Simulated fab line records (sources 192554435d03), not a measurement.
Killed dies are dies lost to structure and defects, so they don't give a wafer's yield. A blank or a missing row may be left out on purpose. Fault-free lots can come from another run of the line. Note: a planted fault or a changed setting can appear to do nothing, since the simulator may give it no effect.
What tool caused it? | flow n5 finfet | 28 wafers from 10 lots sampled at 5 of the route's 1938 steps

WHAT EACH GAUGE READ, for each wafer
N5_BEOL_M2_OVL_MEAS_12. Usual: M2_OVL typically reads -0.2 nm, with standard deviation 0.6.
lot  | measured     | on         | M2_OVL (nm)    | flag
L740 | day 7 11:36  | overlay-01 | 0.1 0.1 0.0    |
L741 | day 7 21:55  | overlay-01 | -0.5 0.1 0.9   |
L743 | day 8 10:49  | overlay-02 | -0.4 0.3 0.2   |
L745 | day 9 01:11  | overlay-02 | 0.2 -0.4 -0.2  |
L746 | day 9 05:37  | overlay-02 | 0.2 -0.3 -0.4  |
L747 | day 9 08:36  | overlay-02 | -0.9 0.2 0.7   |
L748 | day 9 10:24  | overlay-02 | -0.3 -1.0 -0.7 |
L751 | day 10 01:29 | overlay-01 | -1.4 -1.2      |
L754 | day 10 20:01 | overlay-01 | 0.3 -0.7       |
L759 | day 12 03:26 | overlay-02 | 0.1 -1.0 -1.0  |

N5_BEOL_M4_RC_MEAS_101. Usual: DIBL_N 36.1 mV/V, standard deviation 1.6; DIBL_P 35.8 mV/V, standard deviation 2; IOFF_N 0.157 nA/um, standard deviation 0.029; IOFF_P 0.21 nA/um, standard deviation 0.034; ION_N 677 uA/um, standard deviation 13; ION_P 465 uA/um, standard deviation 8.1; SS_N 71.3 mV/dec, standard deviation 0.61; SS_P 73.2 mV/dec, standard deviation 0.65; VT_N 249 mV, standard deviation 3.3; VT_P -250 mV, standard deviation 3.2.
lot  | measured     | on        | DIBL_N (mV/V)  | DIBL_P (mV/V)  | IOFF_N (nA/um)    | IOFF_P (nA/um) | ION_N (uA/um) | ION_P (uA/um) | SS_N (mV/dec)  | SS_P (mV/dec)  | VT_N (mV)   | VT_P (mV)      | flag
L740 | day 10 01:29 | prober-01 | 33.4 35.9 33.6 | 31.8 34.4 31.7 | 0.111 0.152 0.112 | 0.16 0.20 0.16 | 658 693 679   | 455 473 467   | 70.3 70.8 70.9 | 72.7 72.9 72.5 | 254 248 253 | -255 -249 -254 |
L741 | day 10 13:10 | prober-01 | 36.8 36.6 37.4 | 34.7 35.0 35.3 | 0.162 0.168 0.169 | 0.22 0.23 0.23 | 686 684 670   | 473 465 464   | 71.3 71.1 71.2 | 73.4 73.3 72.9 | 246 245 247 | -247 -246 -248 |
L743 | day 11 00:16 | prober-01 | 34.5 35.3 35.4 | 34.7 34.3 34.9 | 0.136 0.138 0.137 | 0.18 0.16 0.17 | 683 655 667   | 459 444 452   | 70.8 71.7 71.6 | 73.2 73.0 72.5 | 250 251 249 | -252 -254 -254 |
L745 | day 11 04:52 | prober-01 | 35.7 36.1 36.9 | 34.9 36.7 36.5 | 0.159 0.173 0.179 | 0.24 0.28 0.27 | 678 685 678   | 474 478 478   | 70.0 70.5 71.5 | 72.7 73.2 73.3 | 251 250 248 | -242 -245 -244 |
L746 | day 11 17:14 | prober-01 | 33.2 35.7 34.5 | 31.2 34.0 32.1 | 0.101 0.127 0.107 | 0.13 0.16 0.14 | 667 663 642   | 457 454 443   | 70.6 71.1 71.7 | 72.3 73.0 72.6 | 255 255 258 | -259 -256 -259 |
L747 | day 12 09:45 | prober-02 | 34.7 35.7 36.0 | 34.5 34.6 35.6 | 0.137 0.144 0.157 | 0.19 0.18 0.20 | 675 661 668   | 467 455 453   | 71.1 71.6 72.3 | 72.2 72.4 72.8 | 248 249 247 | -250 -253 -251 |
L748 | day 11 12:04 | prober-02 | 34.5 36.2 36.2 | 35.2 36.6 37.0 | 0.138 0.164 0.176 | 0.19 0.21 0.23 | 680 684 688   | 469 470 476   | 71.0 71.9 71.5 | 72.1 73.2 72.6 | 252 245 245 | -249 -251 -247 |
L751 | day 13 03:49 | prober-02 | 33.8 32.5      | 33.2 32.0      | 0.129 0.116       | 0.17 0.15      | 678 671       | 465 461       | 70.3 70.9      | 72.9 72.7      | 249 254     | -253 -254      |
L754 | day 13 19:41 | prober-01 | 36.0 36.1      | 36.3 35.9      | 0.141 0.144       | 0.21 0.22      | 678 670       | 466 460       | 71.5 71.0      | 74.2 73.0      | 252 250     | -247 -248      |
L759 | day 14 13:03 | prober-02 | 37.0 38.2 36.7 | 38.1 39.0 37.3 | 0.190 0.210 0.182 | 0.24 0.25 0.23 | 696 696 685   | 478 474 468   | 70.9 71.6 71.7 | 74.2 73.7 73.2 | 244 242 248 | -249 -248 -246 |

WHAT TOOL EACH LOT RAN ON (gives the tool, then ch and the chambers of the sampled wafers, and finally the start)
lot  | N5_BEOL_M2_ETCH_74                 | N5_BEOL_M2_HM_OPEN_17             | N5_BEOL_M2_COAT_76
L740 | rie diel-01 ch 1,2,3, day 7 11:44  | rie metal-03 ch 1, day 7 11:58    | litho track-04 ch 0, day 7 12:17
L741 | rie diel-01 ch 1,2, day 7 22:07    | rie metal-01 ch 0,1, day 7 22:20  | litho track-02 ch 0, day 7 22:46
L743 | rie diel-03 ch 1,3, day 8 10:56    | rie metal-01 ch 0,1, day 8 11:10  | litho track-02 ch 0, day 8 11:23
L745 | rie diel-03 ch 0,1,2, day 9 01:22  | rie metal-03 ch 0,1, day 9 01:35  | litho track-04 ch 0, day 9 01:49
L746 | rie diel-05 ch 1,2,3, day 9 05:49  | rie metal-02 ch 0,1, day 9 06:02  | litho track-01 ch 0, day 9 06:16
L747 | rie diel-01 ch 0,3, day 9 08:43    | rie metal-02 ch 0,1, day 9 08:56  | litho track-01 ch 0, day 9 09:10
L748 | rie diel-03 ch 1,2,3, day 9 10:31  | rie metal-01 ch 0,1, day 9 10:44  | litho track-04 ch 0, day 9 10:58
L751 | rie diel-01 ch 1,2, day 10 01:36   | rie metal-03 ch 0,1, day 10 01:49 | litho track-04 ch 0, day 10 02:02
L754 | rie diel-03 ch 2,3, day 10 20:08   | rie metal-03 ch 0,1, day 10 20:22 | litho track-04 ch 0, day 10 20:35
L759 | rie diel-01 ch 1,2,3, day 12 07:04 | rie metal-03 ch 0,1, day 12 07:17 | litho track-01 ch 0, day 12 07:44
- N5_BEOL_M2_ETCH_74: etches underlayer in N2/H2, target depth 6.5 nm, time 5.2 s.
- N5_BEOL_M2_HM_OPEN_17: chemistry Cl2/BCl3, target TiN, target depth 20 nm, overetch 6 nm.
- N5_BEOL_M2_COAT_76: time 60 s, resist thk 5 nm.

WHAT THE TOOLS THEMSELVES READ (means of the sampled wafers that have a number; where no wafer has one, the mark that the record gives instead)
N5_BEOL_M2_ETCH_74. Usual: value, then standard deviation, for each; bias w 150.0 W / 0.5; drypump motor current A 5.7 A / 0.39; etch rf on time s 5.14 s / 0.14; oes product au 0.72 a.u. / 0.074; rf vpp V 524 V / 3.3; showerhead plenum p Torr 2.56 Torr / 0.11; throttle valve pct 17.81 % / 0.25.
lot  | tool        | bias w (W) | drypump motor current A (A) | etch rf on time s (s) | oes product au (a.u.) | rf vpp V (V) | showerhead plenum p Torr (Torr) | throttle valve pct (%) | flag
L740 | rie diel-01 | 149.9      | 5.8                         | 5.00                  | 0.80                  | 525          | 2.56                            | 17.68                  |
L741 | rie diel-01 | 150.4      | 5.6                         | 5.03                  | 0.78                  | 521          | 2.49                            | 17.68                  |
L743 | rie diel-03 | 150.4      | 5.8                         | 5.05                  | 0.70                  | 527          | 2.64                            | 17.86                  |
L745 | rie diel-03 | 150.1      | 5.6                         | 5.14                  | 0.72                  | 525          | 2.61                            | 17.91                  |
L746 | rie diel-05 | 149.8      | 5.6                         | 5.22                  | 0.69                  | 524          | 2.60                            | 17.83                  |
L747 | rie diel-01 | 150.4      | 6.2                         | 5.07                  | 0.76                  | 525          | 2.62                            | 17.87                  |
L748 | rie diel-03 | 150.5      | 5.8                         | 5.10                  | 0.64                  | 525          | 2.54                            | 17.93                  |
L751 | rie diel-01 | 150.1      | 5.4                         | 5.02                  | 0.77                  | 523          | 2.48                            | 17.62                  |
L754 | rie diel-03 | 150.4      | 6.0                         | 5.21                  | 0.58                  | 522          | 2.46                            | 17.88                  |
L759 | rie diel-01 | 150.3      | 5.8                         | 5.02                  | 0.74                  | 524          | 2.54                            | 17.74                  |

N5_BEOL_M2_HM_OPEN_17. Usual: bias w 125.9 W, standard deviation 0.34; drypump motor current A 5.6 A, standard deviation 0.35; oes product au 0.59 a.u., standard deviation 0.042; throttle valve pct 22.3 %, standard deviation 0.31.
lot  | tool         | bias w (W) | drypump motor current A (A) | oes product au (a.u.) | throttle valve pct (%) | flag
L740 | rie metal-03 | 126.0      | 6.0                         | 0.68                  | 22.1                   |
L741 | rie metal-01 | 125.7      | 5.4                         | 0.59                  | 22.1                   |
L743 | rie metal-01 | 126.2      | 5.4                         | 0.60                  | 22.1                   |
L745 | rie metal-03 | 125.9      | 5.5                         | 0.59                  | 22.4                   |
L746 | rie metal-02 | 126.3      | 5.4                         | 0.58                  | 22.4                   |
L747 | rie metal-02 | 125.7      | 5.7                         | 0.57                  | 22.7                   |
L748 | rie metal-01 | 126.0      | 5.4                         | 0.60                  | 22.1                   |
L751 | rie metal-03 | 125.8      | 5.7                         | 0.61                  | 22.4                   |
L754 | rie metal-03 | 125.7      | 5.7                         | 0.61                  | 22.3                   |
L759 | rie metal-03 | 125.8      | 5.5                         | 0.58                  | 22.5                   |

N5_BEOL_M2_COAT_76. Usual: heater power total W 391.7 W, standard deviation 1.4; run length s 66.18 s, standard deviation 0.15.
lot  | tool           | heater power total W (W) | run length s (s) | flag
L740 | litho track-04 | 392.6                    | 66.28            |
L741 | litho track-02 | 390.7                    | 66.07            |
L743 | litho track-02 | 391.8                    | 66.14            |
L745 | litho track-04 | 392.9                    | 66.42            |
L746 | litho track-01 | 390.9                    | 66.07            |
L747 | litho track-01 | 390.9                    | 66.07            |
L748 | litho track-04 | 391.5                    | 66.26            |
L751 | litho track-04 | 408.3                    | 62.57            | OFF
L754 | litho track-04 | 407.6                    | 62.53            | OFF
L759 | litho track-01 | 390.3                    | 66.12            |

THE ANSWER, worked out from the rows above alone
Rule: take the mean of a lot's wafers that have a number; if it is more than 3 standard deviations from the usual mean, the lot is off. A lot without any number at a reading at which 4 lots or more have one is off too. The other lots that the step has rows for count as sound. First the gauges in route order, then the tools' own readings, where a lot's mean is used as printed above. The first step at which some lot is off is used, and at that step the reading that is off furthest; a lot without a number counts as furthest.
Off: L751, L754, at N5_BEOL_M2_COAT_76 (run length s).
If a tool, at that step or one of the process steps before it, ran each lot that is off and ran no sound lot following the first of them, it fits. One candidate fits, namely litho track-04 at N5_BEOL_M2_COAT_76. A fault onset in the window from L748 (day 9 10:58, its last sound lot) to L751 (day 10 02:02, its first lot off) fits.
The tool's own readings at N5_BEOL_M2_COAT_76 bear it out: on the lots that are off they differ by more than 5 times the standard deviation of the sound lots' means. heater power total W reads 408.0 W there against 391.4 W on the sound lots; run length s reads 62.55 s there against 66.18 s on the sound lots.

WHAT HAD BEEN PUT IN BY THE SIMULATOR
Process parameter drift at N5_BEOL_M2_COAT_76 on litho track-04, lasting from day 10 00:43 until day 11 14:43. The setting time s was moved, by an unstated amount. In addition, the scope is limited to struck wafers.
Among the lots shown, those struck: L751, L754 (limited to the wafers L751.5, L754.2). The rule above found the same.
